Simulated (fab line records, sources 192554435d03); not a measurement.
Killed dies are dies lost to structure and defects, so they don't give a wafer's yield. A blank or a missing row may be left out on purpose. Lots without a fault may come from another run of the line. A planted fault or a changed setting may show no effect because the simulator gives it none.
Which tool did it? | flow n5_finfet | 11 lots, 33 wafers sampled, at 5 steps of a route of 1938

WHAT THE GAUGES READ, wafer by wafer
N5_BEOL_M13_RS_MEAS_54: measures by four-point-probe. Usual: M13_RS 0.0453 ohm/sq, standard deviation 0.00065.
lot  | measured     | on            | M13_RS (ohm/sq)      | flag
L975 | day 12 03:49 | film_metro-02 | 0.0448 0.0453 0.0452 |
L976 | day 12 20:01 | film_metro-01 | 0.0456 0.0451 0.0454 |
L980 | day 12 21:01 | film_metro-02 | 0.0463 0.0471 0.0457 |
L977 | day 12 22:07 | film_metro-01 | 0.0454 0.0452 0.0453 |
L986 | day 14 11:23 | film_metro-01 | 0.0445 0.0445 0.0436 |
L988 | day 14 19:09 | film_metro-01 | 0.0456 0.0456 0.0456 |
L985 | day 14 19:32 | film_metro-01 | 0.0455 0.0446 0.0459 |
L990 | day 14 21:42 | film_metro-01 | 0.0451 0.0452 0.0449 |
L992 | day 15 10:14 | film_metro-01 | 0.0456 0.0456 0.0460 |
L993 | day 16 05:50 | film_metro-02 | 0.0455 0.0461 0.0450 |
L996 | day 17 07:42 | film_metro-01 | 0.0450 0.0446 0.0453 |

N5_BEOL_M14_CD_MEAS_10: target cd 250 nm. Usual: cd_nm 251.1 nm, standard deviation 1.4.
lot  | measured     | on        | cd_nm (nm)        | flag
L975 | day 12 04:23 | cd_sem-02 | 249.0 248.5 250.1 |
L976 | day 12 20:41 | cd_sem-01 | 239.8 242.4 240.6 | OFF
L980 | day 12 21:34 | cd_sem-01 | 239.8 242.9 240.2 | OFF
L977 | day 12 22:40 | cd_sem-03 | 252.3 248.3 248.9 |
L986 | day 14 12:04 | cd_sem-03 | 251.5 252.5 251.0 |
L988 | day 14 19:55 | cd_sem-02 | 250.8 250.4 251.9 |
L985 | day 14 20:11 | cd_sem-01 | 250.3 251.5 251.4 |
L990 | day 14 22:16 | cd_sem-03 | 250.7 250.5 249.5 |
L992 | day 15 10:48 | cd_sem-02 | 250.8 252.2 250.6 |
L993 | day 16 06:24 | cd_sem-03 | 252.4 250.9 249.5 |
L996 | day 17 08:16 | cd_sem-02 | 252.8 252.4 251.1 |

N5_BEOL_M14_OVL_MEAS_11. Usual: V13_OVL -2 nm, standard deviation 4.3.
lot  | measured     | on         | V13_OVL (nm) | flag
L975 | day 12 04:25 | overlay-02 | -9 3 -7      |
L976 | day 12 20:43 | overlay-01 | -6 -5 -1     |
L980 | day 12 21:36 | overlay-02 | 3 8 3        |
L977 | day 12 22:43 | overlay-01 | -7 -1 7      |
L986 | day 14 12:06 | overlay-01 | 7 3 5        |
L988 | day 14 19:56 | overlay-01 | -1 0 -1      |
L985 | day 14 20:13 | overlay-01 | -3 1 0       |
L990 | day 14 22:17 | overlay-01 | -3 1 0       |
L992 | day 15 10:50 | overlay-02 | -11 -2 -7    |
L993 | day 16 06:26 | overlay-01 | -9 -9 -7     |
L996 | day 17 08:17 | overlay-02 | -4 -6 -3     |

WHICH TOOL RAN EACH LOT (tool, then ch and the chambers of the sampled wafers, then the start)
lot  | N5_BEOL_M13_ANNEAL_48            | N5_BEOL_M14_PEB_08
L975 | rtp_anneal-01 ch 0, day 12 03:09 | litho_track-04 ch 0, day 12 04:16
L976 | rtp_anneal-01 ch 0, day 12 19:19 | litho_track-01 ch 0, day 12 20:35
L980 | rtp_anneal-02 ch 0, day 12 20:17 | litho_track-01 ch 0, day 12 21:27
L977 | rtp_anneal-02 ch 0, day 12 21:23 | litho_track-04 ch 0, day 12 22:34
L986 | rtp_anneal-02 ch 0, day 14 10:47 | litho_track-04 ch 0, day 14 11:57
L988 | rtp_anneal-01 ch 0, day 14 18:23 | litho_track-03 ch 0, day 14 19:48
L985 | rtp_anneal-01 ch 0, day 14 18:49 | litho_track-04 ch 0, day 14 20:04
L990 | rtp_anneal-02 ch 0, day 14 21:02 | litho_track-03 ch 0, day 14 22:09
L992 | rtp_anneal-01 ch 0, day 15 09:37 | litho_track-03 ch 0, day 15 10:41
L993 | rtp_anneal-01 ch 0, day 16 05:07 | litho_track-03 ch 0, day 16 06:17
L996 | rtp_anneal-02 ch 0, day 17 07:02 | litho_track-01 ch 0, day 17 08:08
- N5_BEOL_M13_ANNEAL_48: time 90 s.
- N5_BEOL_M14_PEB_08: peb time 90 s.

WHAT THE TOOLS THEMSELVES READ (means of the sampled wafers that have a number; where no wafer has one, the mark that the record gives instead)
N5_BEOL_M13_ANNEAL_48. Usual: wafer_temp_C_max 225.88, standard deviation 0.23.
lot  | tool          | wafer_temp_C_max | flag
L975 | rtp_anneal-01 | 225.59           |
L976 | rtp_anneal-01 | 225.97           |
L980 | rtp_anneal-02 | 225.86           |
L977 | rtp_anneal-02 | 225.74           |
L986 | rtp_anneal-02 | 225.85           |
L988 | rtp_anneal-01 | 226.00           |
L985 | rtp_anneal-01 | 225.77           |
L990 | rtp_anneal-02 | 226.17           |
L992 | rtp_anneal-01 | 225.61           |
L993 | rtp_anneal-01 | 225.86           |
L996 | rtp_anneal-02 | 226.02           |

N5_BEOL_M14_PEB_08. Usual: heater_power_total_W 172.5 W, standard deviation 0.77; plate_temp_C 129.99 C, standard deviation 0.15; resist_line_temp_C 23.00 C, standard deviation 0.11.
lot  | tool           | heater_power_total_W (W) | plate_temp_C (C) | resist_line_temp_C (C) | flag
L975 | litho_track-04 | 172.7                    | 130.01           | 23.06                  |
L976 | litho_track-01 | 169.2                    | 127.64           | 23.01                  | OFF
L980 | litho_track-01 | 169.1                    | 127.91           | 23.11                  | OFF
L977 | litho_track-04 | 172.7                    | 130.22           | 22.86                  |
L986 | litho_track-04 | 172.6                    | 130.00           | 23.05                  |
L988 | litho_track-03 | 172.8                    | 129.71           | 23.04                  |
L985 | litho_track-04 | 172.8                    | 129.96           | 23.12                  |
L990 | litho_track-03 | 172.9                    | 130.03           | 22.97                  |
L992 | litho_track-03 | 172.4                    | 129.87           | 22.99                  |
L993 | litho_track-03 | 172.0                    | 129.84           | 22.84                  |
L996 | litho_track-01 | 172.8                    | 130.09           | 23.04                  |

THE ANSWER, worked out from the rows above alone
Rule: a lot is off if the mean of its wafers that have a number lies more than 3 standard deviations from the usual mean. A lot without any number at a reading at which 4 lots or more have one is off too. The other lots that the step has rows for count as sound. The gauges are gone through in route order, then the tools' own readings, and for those a lot's mean is taken as printed above. The first step at which some lot is off is used, and at that step the reading that is off furthest; a lot without a number counts as furthest.
Off: L976, L980, at N5_BEOL_M14_CD_MEAS_10 (cd_nm).
A tool fits if, at a process step before that reading, it ran every lot that is off, and no sound lot after the first of them. The gauges at N5_BEOL_M14_CD_MEAS_10 aren't tried: what is off there is off at N5_BEOL_M14_PEB_08 too, on other tools, and a gauge's error can't cause that. None of those tried fits.

WHAT THE SIMULATOR HAD PUT IN
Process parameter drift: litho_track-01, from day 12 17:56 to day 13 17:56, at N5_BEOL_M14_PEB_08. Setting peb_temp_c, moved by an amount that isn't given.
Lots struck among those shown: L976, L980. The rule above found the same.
